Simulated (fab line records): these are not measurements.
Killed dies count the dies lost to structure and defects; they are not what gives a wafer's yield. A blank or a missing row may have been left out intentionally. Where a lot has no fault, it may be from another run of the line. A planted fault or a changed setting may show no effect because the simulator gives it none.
Comparing a struck lot with a sound one || flow n5-finfet || 35 steps out of a route of 1938
Sound: the wafers L842.1, L842.4, L842.5. Wafers struck: L844.2, L844.4, L844.5. The cause is given at the end.
At each step with rows: each side's tool, then ch and its chambers, then its first start. Under that, the readings that differ: sound wafers || struck wafers || difference of the means || sigmas: that difference in standard deviations of wafers without a fault.
alike: words and numbers the same on both sides, and readings whose means are apart by under 2 such deviations; not compared: readings that were withheld, readings missing a value for some wafer, numbers with overlapping values and no deviation given by the record, and bounds like >300 which may hide the same value.
The two part at a step that has a row with sigmas, a row that says differs or no value, or rows on one side only. Numbers that don't overlap but have no deviation are shown without sigmas and don't part them. A reading that every wafer of one side lacks parts them only if that side has two wafers or more.

first, 11 steps without rows for these wafers: N5_BEOL_M13_ETCH_68 (etches SOC in N2/H2, time 355 s); N5_BEOL_M13_STRIP_69 (strips in N2/H2); N5_BEOL_M13_TRENCH_ETCH_34 (etches SiOC in C4F8/O2/Ar, target depth 413.47 nm, time 162.6 s); N5_BEOL_M13_STRIP_70 (strips in C4F8/O2/Ar); N5_BEOL_M13_STRIP_37 (strips in N2/H2); N5_BEOL_M13_ETCH_38 (etches SiCN in CF4/N2, target depth 67.5 nm, time 71.9 s); N5_BEOL_M13_PRECLEAN_39 (cleans in residue remover, time 60 s); N5_BEOL_M13_SRD_40 (time 30 s, dry time 30 s); N5_BEOL_M13_DEGAS_41 (time 60 s); N5_BEOL_M13_PRE_CLEAN_42 (time 30 s); N5_BEOL_M13_SPUTTER_43 (material TaN, target thk 15 nm, time 24.19 s).
N5_BEOL_M13_SPUTTER_44: material Ta, target thk 10 nm, time 16.13 s.
  sound on pvd-sputter-03, day 12 05:14; struck on pvd-sputter-03, day 13 06:45
  alike: susceptor-temp-C, throttle-valve-pct
then, 22 steps without rows for these wafers: N5_BEOL_M13_SPUTTER_45 (material Cu, target thk 80 nm, time 13.33 s); N5_BEOL_M13_ECD_47 (material Cu, target thk 936 nm); N5_BEOL_M13_ANNEAL_48 (time 90 s); N5_BEOL_M13_CMP_49 (polishes, stops on SiOC, t overpolish 17.1 s, target thk 420 nm); N5_BEOL_M13_PRE_CLEAN_52 (time 15 s); N5_BEOL_M13_DEP_53 (deposits SiCN from 3MS/NH3, target thk 50 nm, time 17.8 s); N5_BEOL_M14_ILD_DEP_00 (deposits SiO2 from TEOS/O2, target thk 1119.3 nm, time 237.4 s); N5_BEOL_M14_COAT_58 (time 60 s, resist thk 89 nm); N5_BEOL_M14_COAT_04 (resist thk 800 nm); N5_BEOL_M14_EBR_06; N5_BEOL_M14_SOFTBAKE_05 (time 60 s); N5_BEOL_M14_EXPOSE_07 (exposes mask V13); N5_BEOL_M14_PEB_08 (peb time 90 s); N5_BEOL_M14_DEVELOP_09 (develop time 45 s); N5_BEOL_M14_HARDBAKE_14 (time 120 s); N5_BEOL_M14_DESCUM_15 (chemistry O2, time 7.9 s); N5_BEOL_M14_ETCH_59 (etches BARC in N2/H2, target depth 89 nm, overetch 26.7 nm, time 67.9 s); N5_BEOL_M14_VIA_ETCH_16 (etches SiO2 in C4F8/O2/Ar, target depth 1231.3 nm); N5_BEOL_M14_STRIP_63 (strips in O2); N5_BEOL_M14_STRIP_64 (strips in O2); N5_BEOL_M14_STRIP_71 (strips in post etch residue remover, time 60 s); N5_BEOL_M14_SRD_72 (time 30 s, dry time 30 s).
N5_PASSIVATION_PROBE_49:
  only the struck wafers here have rows in the record (prober-01, day 14 08:01); the sound ones have none

== WHERE THEY PART ==
N5_PASSIVATION_PROBE_49 only, going by this record.

WHY: what had been put in by the simulator
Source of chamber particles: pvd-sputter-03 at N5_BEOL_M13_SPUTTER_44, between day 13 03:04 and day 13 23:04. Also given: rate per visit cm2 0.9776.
